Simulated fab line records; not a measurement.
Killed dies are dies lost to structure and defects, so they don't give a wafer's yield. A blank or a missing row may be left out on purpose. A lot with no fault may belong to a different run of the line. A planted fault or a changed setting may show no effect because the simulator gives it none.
Split-lot trial :: flow n5-finfet :: 7 lots, 39 wafers read, on a route of 1938 steps

## ON THE SPLIT
At N5_BEOL_M11_ILD_DEP_00 (deposits SiCOH lowk from DEMS/porogen, target thk 308.51 nm, time 58 s), the setting target-thk-a was moved away from the recipe's 3085.1 angstrom on 12 of the 39 wafers read, by -55.8% to -17.4%. For the rest of the wafers, this setting stayed at what the recipe calls for.

## FROM THE SPLIT TO THE READING: what the file shows between them, 1 step
- N5_BEOL_M11_CURE_71: cures SiCOH lowk, time 240 s

## THE READING
M11_ILD_THK (nm), taken at N5_BEOL_M11_THK_MEAS_01. Typical for fault-free wafers on this fab line: 270 nm, with standard deviation 3.4 nm.

wafer: L075.1
tool, chamber at the split: pecvd-01, 2
target-thk-a as run, angstrom: 2286
against the recipe: -25.9%
M11_ILD_THK, nm: 202
against lot-mates on the recipe: -70

wafer: L075.2
tool, chamber at the split: pecvd-01, 0
target-thk-a as run, angstrom: 3085.1
against the recipe: recipe
M11_ILD_THK, nm: 269
against lot-mates on the recipe: -

wafer: L075.3
tool, chamber at the split: pecvd-01, 1
target-thk-a as run, angstrom: 2286
against the recipe: -25.9%
M11_ILD_THK, nm: 200
against lot-mates on the recipe: -72

wafer: L075.4
tool, chamber at the split: pecvd-01, 2
target-thk-a as run, angstrom: 2286
against the recipe: -25.9%
M11_ILD_THK, nm: 204
against lot-mates on the recipe: -68

wafer: L075.5
tool, chamber at the split: pecvd-01, 1
target-thk-a as run, angstrom: 3085.1
against the recipe: recipe
M11_ILD_THK, nm: 272
against lot-mates on the recipe: -

wafer: L075.6
tool, chamber at the split: pecvd-01, 0
target-thk-a as run, angstrom: 3085.1
against the recipe: recipe
M11_ILD_THK, nm: 274
against lot-mates on the recipe: -

wafer: L084.1
tool, chamber at the split: pecvd-04, 0
target-thk-a as run, angstrom: 3085.1
against the recipe: recipe
M11_ILD_THK, nm: 262
against lot-mates on the recipe: -

wafer: L084.2
tool, chamber at the split: pecvd-04, 2
target-thk-a as run, angstrom: 2549
against the recipe: -17.4%
M11_ILD_THK, nm: 218
against lot-mates on the recipe: -47

wafer: L084.3
tool, chamber at the split: pecvd-04, 1
target-thk-a as run, angstrom: 3085.1
against the recipe: recipe
M11_ILD_THK, nm: 265
against lot-mates on the recipe: -

wafer: L084.4
tool, chamber at the split: pecvd-04, 2
target-thk-a as run, angstrom: 2549
against the recipe: -17.4%
M11_ILD_THK, nm: 223
against lot-mates on the recipe: -42

wafer: L084.5
tool, chamber at the split: pecvd-04, 0
target-thk-a as run, angstrom: 2549
against the recipe: -17.4%
M11_ILD_THK, nm: 219
against lot-mates on the recipe: -46

wafer: L084.6
tool, chamber at the split: pecvd-04, 1
target-thk-a as run, angstrom: 3085.1
against the recipe: recipe
M11_ILD_THK, nm: 269
against lot-mates on the recipe: -

wafer: L082.1
tool, chamber at the split: pecvd-04, 1
target-thk-a as run, angstrom: 3085.1
against the recipe: recipe
M11_ILD_THK, nm: 271
against lot-mates on the recipe: -

wafer: L082.2
tool, chamber at the split: pecvd-04, 0
target-thk-a as run, angstrom: 3085.1
against the recipe: recipe
M11_ILD_THK, nm: 273
against lot-mates on the recipe: -

wafer: L082.3
tool, chamber at the split: pecvd-04, 2
target-thk-a as run, angstrom: 3085.1
against the recipe: recipe
M11_ILD_THK, nm: 271
against lot-mates on the recipe: -

wafer: L082.4
tool, chamber at the split: pecvd-04, 1
target-thk-a as run, angstrom: 3085.1
against the recipe: recipe
M11_ILD_THK, nm: 276
against lot-mates on the recipe: -

wafer: L082.5
tool, chamber at the split: pecvd-04, 2
target-thk-a as run, angstrom: 3085.1
against the recipe: recipe
M11_ILD_THK, nm: 275
against lot-mates on the recipe: -

wafer: L082.6
tool, chamber at the split: pecvd-04, 0
target-thk-a as run, angstrom: 3085.1
against the recipe: recipe
M11_ILD_THK, nm: 275
against lot-mates on the recipe: -

wafer: L087.1
tool, chamber at the split: pecvd-04, 1
target-thk-a as run, angstrom: 2356
against the recipe: -23.6%
M11_ILD_THK, nm: 208
against lot-mates on the recipe: -63

wafer: L087.2
tool, chamber at the split: pecvd-04, 2
target-thk-a as run, angstrom: 3085.1
against the recipe: recipe
M11_ILD_THK, nm: 269
against lot-mates on the recipe: -

wafer: L087.3
tool, chamber at the split: pecvd-04, 0
target-thk-a as run, angstrom: 3085.1
against the recipe: recipe
M11_ILD_THK, nm: 269
against lot-mates on the recipe: -

wafer: L087.4
tool, chamber at the split: pecvd-04, 2
target-thk-a as run, angstrom: 2356
against the recipe: -23.6%
M11_ILD_THK, nm: 208
against lot-mates on the recipe: -63

wafer: L087.5
tool, chamber at the split: pecvd-04, 0
target-thk-a as run, angstrom: 2356
against the recipe: -23.6%
M11_ILD_THK, nm: 208
against lot-mates on the recipe: -63

wafer: L087.6
tool, chamber at the split: pecvd-04, 1
target-thk-a as run, angstrom: 3085.1
against the recipe: recipe
M11_ILD_THK, nm: 275
against lot-mates on the recipe: -

wafer: L091.1
tool, chamber at the split: pecvd-01, 0
target-thk-a as run, angstrom: 3085.1
against the recipe: recipe
M11_ILD_THK, nm: 268
against lot-mates on the recipe: -

wafer: L091.2
tool, chamber at the split: pecvd-01, 2
target-thk-a as run, angstrom: 1364
against the recipe: -55.8%
M11_ILD_THK, nm: 122
against lot-mates on the recipe: -150

wafer: L091.3
tool, chamber at the split: pecvd-01, 1
target-thk-a as run, angstrom: 1364
against the recipe: -55.8%
M11_ILD_THK, nm: 121
against lot-mates on the recipe: -151

wafer: L091.4
tool, chamber at the split: pecvd-01, 0
target-thk-a as run, angstrom: 3085.1
against the recipe: recipe
M11_ILD_THK, nm: 274
against lot-mates on the recipe: -

wafer: L091.5
tool, chamber at the split: pecvd-01, 1
target-thk-a as run, angstrom: 1364
against the recipe: -55.8%
M11_ILD_THK, nm: 122
against lot-mates on the recipe: -150

wafer: L091.6
tool, chamber at the split: pecvd-01, 2
target-thk-a as run, angstrom: 3085.1
against the recipe: recipe
M11_ILD_THK, nm: 275
against lot-mates on the recipe: -

wafer: L094.3
tool, chamber at the split: pecvd-01, 0
target-thk-a as run, angstrom: 3085.1
against the recipe: recipe
M11_ILD_THK, nm: 269
against lot-mates on the recipe: -

wafer: L094.4
tool, chamber at the split: pecvd-01, 1
target-thk-a as run, angstrom: 3085.1
against the recipe: recipe
M11_ILD_THK, nm: 277
against lot-mates on the recipe: -

wafer: L094.5
tool, chamber at the split: pecvd-01, 2
target-thk-a as run, angstrom: 3085.1
against the recipe: recipe
M11_ILD_THK, nm: 278
against lot-mates on the recipe: -

wafer: L096.1
tool, chamber at the split: pecvd-01, 1
target-thk-a as run, angstrom: 3085.1
against the recipe: recipe
M11_ILD_THK, nm: 270
against lot-mates on the recipe: -

wafer: L096.2
tool, chamber at the split: pecvd-01, 0
target-thk-a as run, angstrom: 3085.1
against the recipe: recipe
M11_ILD_THK, nm: 269
against lot-mates on the recipe: -

wafer: L096.3
tool, chamber at the split: pecvd-01, 2
target-thk-a as run, angstrom: 3085.1
against the recipe: recipe
M11_ILD_THK, nm: 267
against lot-mates on the recipe: -

wafer: L096.4
tool, chamber at the split: pecvd-01, 1,2
target-thk-a as run, angstrom: 3085.1
against the recipe: recipe
M11_ILD_THK, nm: 272
against lot-mates on the recipe: -

wafer: L096.5
tool, chamber at the split: pecvd-01, 1,2
target-thk-a as run, angstrom: 3085.1
against the recipe: recipe
M11_ILD_THK, nm: 272
against lot-mates on the recipe: -

wafer: L096.6
tool, chamber at the split: pecvd-01, 0
target-thk-a as run, angstrom: 3085.1
against the recipe: recipe
M11_ILD_THK, nm: 272
against lot-mates on the recipe: -
When a row names more than one chamber, that row covers several wafers, and the file does not tell which wafer ran in which chamber.

THE FIT
A straight line over all 39 wafers: M11_ILD_THK changes by +2.69 nm for each +1% of target-thk-a; r = +1.00; the points scatter about the line by 3.5 nm.
The same after taking each lot's own level away (the mean of its wafers on the recipe; 39 wafers): +2.69 nm for each +1%; r = +1.00; scatter 2.4 nm.
That fit puts the effect of the largest move of target-thk-a on the reading at 1.5e+02 nm.
From 265.3 to 274.7 nm: that is the span of the lots' own levels, equal to 2.7 times the standard deviation above.
The two slopes are in agreement: the lot-to-lot level therefore moves the slope only a little.
Check: for one of the wafers moved furthest among these (-55.8%), held out of the fit, the line's prediction against its lot-mates is -150 nm. It came out at -150 nm against them.

## OTHER SPLITS APPLIED TO THESE WAFERS
Before the reading, these wafers also passed through other splits. Each is held against what the fit with the lots' levels taken away leaves over:
other split on the same wafers: N5_BEOL_M7_DESCUM_33 time-s
wafers away from the commonest value: 15
r with M11_ILD_THK (lot level and that fit taken away): +0.13

other split on the same wafers: N5_BEOL_M8_ILD_DEP_00 target-thk-a
wafers away from the commonest value: 18
r with M11_ILD_THK (lot level and that fit taken away): -0.11

## THE WHOLE CHAIN: every reading that the file lists as answering this split, in the file's order
step: N5_BEOL_M11_ILD_DEP_00
what it does: deposits SiCOH lowk from DEMS/porogen, target thk 308.51 nm, time 58 s
reading: SiCOH_lowk_of_BEOL_M11_ILD_DEP_00.thk-nm (the simulator's own value, which no gauge read)
change (the file's fit): +3.07 nm for each +1% of the setting
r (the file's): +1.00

step: N5_BEOL_M11_CURE_71
what it does: cures SiCOH lowk, time 240 s
reading: SiCOH_lowk_of_BEOL_M11_ILD_DEP_00.thk-nm (the simulator's own value, which no gauge read)
change (the file's fit): +2.69 nm for each +1% of the setting
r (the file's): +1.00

step: N5_BEOL_M11_THK_MEAS_01
what it does: 
reading: M11_ILD_THK
change (the file's fit): +2.69 for each +1% of the setting
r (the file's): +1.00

## FILE'S OWN FIT
M11_ILD_THK changes by +2.69 nm for each +1% of target-thk-a, r = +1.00.
